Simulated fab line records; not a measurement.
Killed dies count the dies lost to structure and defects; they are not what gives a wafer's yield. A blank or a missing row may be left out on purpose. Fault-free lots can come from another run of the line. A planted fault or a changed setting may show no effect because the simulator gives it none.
Split-lot study :: flow n5Finfet :: 21 wafers read from 7 lots, route of 1938 steps

## ABOUT THE SPLIT
At N5_BEOL_M11_ETCH_66 (etches SOC in N2/H2, target depth 120 nm, overetch 24 nm, time 180 s), the setting timeS was moved away from the recipe's 180 s on 10 of the 21 wafers read, by -20.4% to +13.6%. For the rest of the wafers, this setting stayed at what the recipe calls for.

The reading comes from the split's own step.

## THE READING
SiARC_of_BEOL_M11_COAT_64.thkNm (the simulator's own value, which no gauge read), in nm, at N5_BEOL_M11_ETCH_66 (etches SOC in N2/H2, target depth 120 nm, overetch 24 nm, time 180 s). The file gives no usual value for it. Average 22.8 nm, standard deviation 0.4 nm, over the 11 wafers here run with the recipe.

wafer: L080.1
tool, chamber at the split: rieDiel-06, 0
timeS as run, s: 180
against the recipe: recipe
SiARC_of_BEOL_M11_COAT_64.thkNm, nm: 23
against lot-mates on the recipe: -

wafer: L080.2
tool, chamber at the split: rieDiel-06, 2
timeS as run, s: 180
against the recipe: recipe
SiARC_of_BEOL_M11_COAT_64.thkNm, nm: 22.6
against lot-mates on the recipe: -

wafer: L080.4
tool, chamber at the split: rieDiel-06, 3
timeS as run, s: 158.3
against the recipe: -12.1%
SiARC_of_BEOL_M11_COAT_64.thkNm, nm: 23.4
against lot-mates on the recipe: +0.6

wafer: L079.2
tool, chamber at the split: rieDiel-04, 2
timeS as run, s: 160.7
against the recipe: -10.7%
SiARC_of_BEOL_M11_COAT_64.thkNm, nm: 23.8
against lot-mates on the recipe: +1.2

wafer: L079.3
tool, chamber at the split: rieDiel-04, 3
timeS as run, s: 180
against the recipe: recipe
SiARC_of_BEOL_M11_COAT_64.thkNm, nm: 22.6
against lot-mates on the recipe: -

wafer: L079.4
tool, chamber at the split: rieDiel-04, 3
timeS as run, s: 160.7
against the recipe: -10.7%
SiARC_of_BEOL_M11_COAT_64.thkNm, nm: 23.6
against lot-mates on the recipe: +1.0

wafer: L085.2
tool, chamber at the split: rieDiel-06, 2
timeS as run, s: 143.2
against the recipe: -20.4%
SiARC_of_BEOL_M11_COAT_64.thkNm, nm: 24.2
against lot-mates on the recipe: no lot-mate on the recipe

wafer: L085.4
tool, chamber at the split: rieDiel-06, 0
timeS as run, s: 143.2
against the recipe: -20.4%
SiARC_of_BEOL_M11_COAT_64.thkNm, nm: 24.6
against lot-mates on the recipe: no lot-mate on the recipe

wafer: L085.6
tool, chamber at the split: rieDiel-06, 0
timeS as run, s: 143.2
against the recipe: -20.4%
SiARC_of_BEOL_M11_COAT_64.thkNm, nm: 24.6
against lot-mates on the recipe: no lot-mate on the recipe

wafer: L094.2
tool, chamber at the split: rieDiel-04, 2
timeS as run, s: 180
against the recipe: recipe
SiARC_of_BEOL_M11_COAT_64.thkNm, nm: 23.4
against lot-mates on the recipe: -

wafer: L094.5
tool, chamber at the split: rieDiel-04, 2
timeS as run, s: 180
against the recipe: recipe
SiARC_of_BEOL_M11_COAT_64.thkNm, nm: 23.4
against lot-mates on the recipe: -

wafer: L094.6
tool, chamber at the split: rieDiel-04, 3
timeS as run, s: 180
against the recipe: recipe
SiARC_of_BEOL_M11_COAT_64.thkNm, nm: 23
against lot-mates on the recipe: -

wafer: L093.2
tool, chamber at the split: rieDiel-01, 2
timeS as run, s: 180
against the recipe: recipe
SiARC_of_BEOL_M11_COAT_64.thkNm, nm: 23
against lot-mates on the recipe: -

wafer: L093.3
tool, chamber at the split: rieDiel-01, 0
timeS as run, s: 180
against the recipe: recipe
SiARC_of_BEOL_M11_COAT_64.thkNm, nm: 23
against lot-mates on the recipe: -

wafer: L093.4
tool, chamber at the split: rieDiel-01, 3
timeS as run, s: 180
against the recipe: recipe
SiARC_of_BEOL_M11_COAT_64.thkNm, nm: 22.4
against lot-mates on the recipe: -

wafer: L095.2
tool, chamber at the split: rieDiel-04, 0
timeS as run, s: 158.3
against the recipe: -12.1%
SiARC_of_BEOL_M11_COAT_64.thkNm, nm: 23.4
against lot-mates on the recipe: +1.4

wafer: L095.4
tool, chamber at the split: rieDiel-04, 2
timeS as run, s: 158.3
against the recipe: -12.1%
SiARC_of_BEOL_M11_COAT_64.thkNm, nm: 24
against lot-mates on the recipe: +2.0

wafer: L095.5
tool, chamber at the split: rieDiel-04, 1
timeS as run, s: 180
against the recipe: recipe
SiARC_of_BEOL_M11_COAT_64.thkNm, nm: 22
against lot-mates on the recipe: -

wafer: L097.1
tool, chamber at the split: rieDiel-01, 0
timeS as run, s: 204.5
against the recipe: +13.6%
SiARC_of_BEOL_M11_COAT_64.thkNm, nm: 21.8
against lot-mates on the recipe: -1.0

wafer: L097.3
tool, chamber at the split: rieDiel-01, 3
timeS as run, s: 204.5
against the recipe: +13.6%
SiARC_of_BEOL_M11_COAT_64.thkNm, nm: 21.4
against lot-mates on the recipe: -1.4

wafer: L097.6
tool, chamber at the split: rieDiel-01, 1
timeS as run, s: 180
against the recipe: recipe
SiARC_of_BEOL_M11_COAT_64.thkNm, nm: 22.8
against lot-mates on the recipe: -

THE FIT
A straight line over all 21 wafers: SiARC_of_BEOL_M11_COAT_64.thkNm changes by -0.0803 nm for each +1% of timeS; r = -0.92; the points scatter about the line by 0.35 nm.
The same after taking each lot's own level away (the mean of its wafers on the recipe; 18 wafers): -0.0995 nm for each +1%; r = -0.93; scatter 0.31 nm.
That fit puts the effect of the largest move of timeS on the reading at 2 nm.
The span of the lots' own levels, 22.00 to 23.27 nm, comes to 3.2 times the standard deviation stated above.
So the lot-to-lot level changes the slope: the two fits differ.
Check: for one of the wafers moved furthest among these (+13.6%), held out of the fit, the line's prediction against its lot-mates is -1.44 nm. It came out at -1 nm against them.

## FURTHER SPLITS ON THESE WAFERS
Other splits were also applied to these wafers ahead of the reading. Each is held against what the fit with the lots' levels taken away leaves over:
other split on the same wafers: N5_BEOL_M10_COAT_60 spinRpm
wafers away from the commonest value: 5
r with SiARC_of_BEOL_M11_COAT_64.thkNm (lot level and that fit taken away): -0.43

other split on the same wafers: N5_BEOL_M11_COAT_63 spinRpm
wafers away from the commonest value: 7
r with SiARC_of_BEOL_M11_COAT_64.thkNm (lot level and that fit taken away): -0.14

other split on the same wafers: N5_BEOL_M11_PEB_26 pebTimeS
wafers away from the commonest value: 5
r with SiARC_of_BEOL_M11_COAT_64.thkNm (lot level and that fit taken away): +0.33

## FILE'S OWN FIT
SiARC_of_BEOL_M11_COAT_64.thkNm changes by -0.0945 nm for each +1% of timeS, r = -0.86.
